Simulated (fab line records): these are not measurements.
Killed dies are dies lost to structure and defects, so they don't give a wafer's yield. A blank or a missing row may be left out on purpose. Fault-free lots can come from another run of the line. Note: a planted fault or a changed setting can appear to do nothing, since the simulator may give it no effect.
A struck lot beside a sound one + flow n5 finfet + 22 out of 1938 route steps
Sound: the wafers L335.1, L335.3, L335.4. The struck wafers were L347.1, L347.3, L347.5. The cause is given at the end.
For every step that has rows: the tool of each side, followed by ch and its chambers, followed by its first start. Under that, the readings that differ: sound wafers + struck wafers + difference of the means + sigmas: that difference in standard deviations of wafers without a fault.
alike: readings whose means differ by less than 2 such deviations, and words and numbers that are the same on both sides. not compared: withheld readings, readings that some wafer has no value for, bounds like >300 that may hide the same value, and numbers for which the record gives no deviation and whose values overlap.
The two part at a step that has a row with sigmas, a row that says differs or no value, or rows on one side only. When numbers do not overlap yet have no deviation, they are printed without sigmas and do not part them. Lack of a reading on every wafer of one side parts them only where that side has two or more wafers.

first, 8 steps without rows for these wafers: N5_BEOL_M11_DEVELOP_10 (develop time 30 s); N5_BEOL_M11_DESCUM_16 (chemistry O2, time 7.9 s); N5_BEOL_M11_ETCH_61 (etches SiARC in CF4, target depth 39 nm, time 65 s); N5_BEOL_M11_ETCH_62 (etches SOC in N2/H2, target depth 110 nm, overetch 22 nm, time 165 s); N5_BEOL_M11_STRIP_68 (strips in N2/H2); N5_BEOL_M11_STRIP_67 (strips in CF4); N5_BEOL_M11_HM_OPEN_17 (chemistry Cl2/BCl3, target TiN, target depth 20 nm, overetch 6 nm); N5_BEOL_M11_STRIP_19 (strips in O2).
N5_BEOL_M11_COAT_63: time 60 s, resist thk 100 nm.
  sound on litho track-01 ch 0, day 12 08:16; struck on litho track-01 ch 0, day 15 06:55
| reading                                   | sound                | struck               | difference | sigmas |
|-------------------------------------------|----------------------|----------------------|------------|--------|
| spin speed rpm (rpm)                      | 1498.2 1499.4 1498.9 | 1449.6 1449.2 1448.7 | -49.7      | -45    |
| model.SOC_of_BEOL_M11_COAT_63.thk nm (nm) | 100 100.2 99.6       | 102.4 102.6 102.2    | +2.5       |        |
then, 9 steps without rows for these wafers: N5_BEOL_M11_COAT_64 (time 60 s, resist thk 30 nm); N5_BEOL_M11_COAT_22 (resist thk 90 nm); N5_BEOL_M11_EBR_24; N5_BEOL_M11_SOFTBAKE_23 (time 60 s); N5_BEOL_M11_EXPOSE_25 (exposes mask V10); N5_BEOL_M11_PEB_26 (peb time 60 s); N5_BEOL_M11_DEVELOP_27 (develop time 30 s); N5_BEOL_M11_DESCUM_33 (chemistry O2, time 7.9 s); N5_BEOL_M11_ETCH_65 (etches SiARC in CF4, target depth 39 nm, time 65 s).
N5_BEOL_M11_ETCH_66: etches SOC in N2/H2, target depth 120 nm, overetch 24 nm, time 180 s.
  sound on rie diel-03 ch 0,1,3, day 12 09:08; struck on rie diel-05 ch 1,2,3, day 15 07:28
| reading                  | sound             | struck            | difference | sigmas |
|--------------------------|-------------------|-------------------|------------|--------|
| model.etch.depth nm (nm) | 100.1 100.3 99.59 | 102.4 102.5 102.2 | +2.4       |        |
  alike: drypump motor current A, oes product au, rf fwd power W, rf vpp V, showerhead plenum p Torr, throttle valve pct
  not compared: rf hours counter h
then, 1 step without rows for these wafers: N5_BEOL_M11_STRIP_69 (strips in N2/H2).
N5_BEOL_M11_VIA_ETCH_34: etches SiCOH lowk in C4F6/O2, target depth 184.5 nm, time 69.2 s.
  sound on rie diel-03 ch 0,1,3, day 12 09:16; struck on rie diel-05 ch 1,2,3, day 15 07:35
| reading                                   | sound          | struck       | difference | sigmas |
|-------------------------------------------|----------------|--------------|------------|--------|
| model.SOC_of_BEOL_M11_COAT_63.thk nm (nm) | 92.2 92.4 91.4 | 94.4 94.4 94 | +2.3       |        |
  alike: O2_flow_sccm, drypump motor current A, oes_f_703_au, oes product au, rf fwd power W, rf vpp V, showerhead plenum p Torr, throttle valve pct
  not compared: rf hours counter h
then, 1 step without rows for these wafers: N5_BEOL_M11_STRIP_73 (strips in C4F6/O2).

## WHERE THEY PART
Only at N5_BEOL_M11_COAT_63, as far as this record shows. Later steps at which nothing parts them and some readings are alike: N5_BEOL_M11_ETCH_66, N5_BEOL_M11_VIA_ETCH_34.

WHY: what the simulator had put in
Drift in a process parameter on litho track-01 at N5_BEOL_M11_COAT_63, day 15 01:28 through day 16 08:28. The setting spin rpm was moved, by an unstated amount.
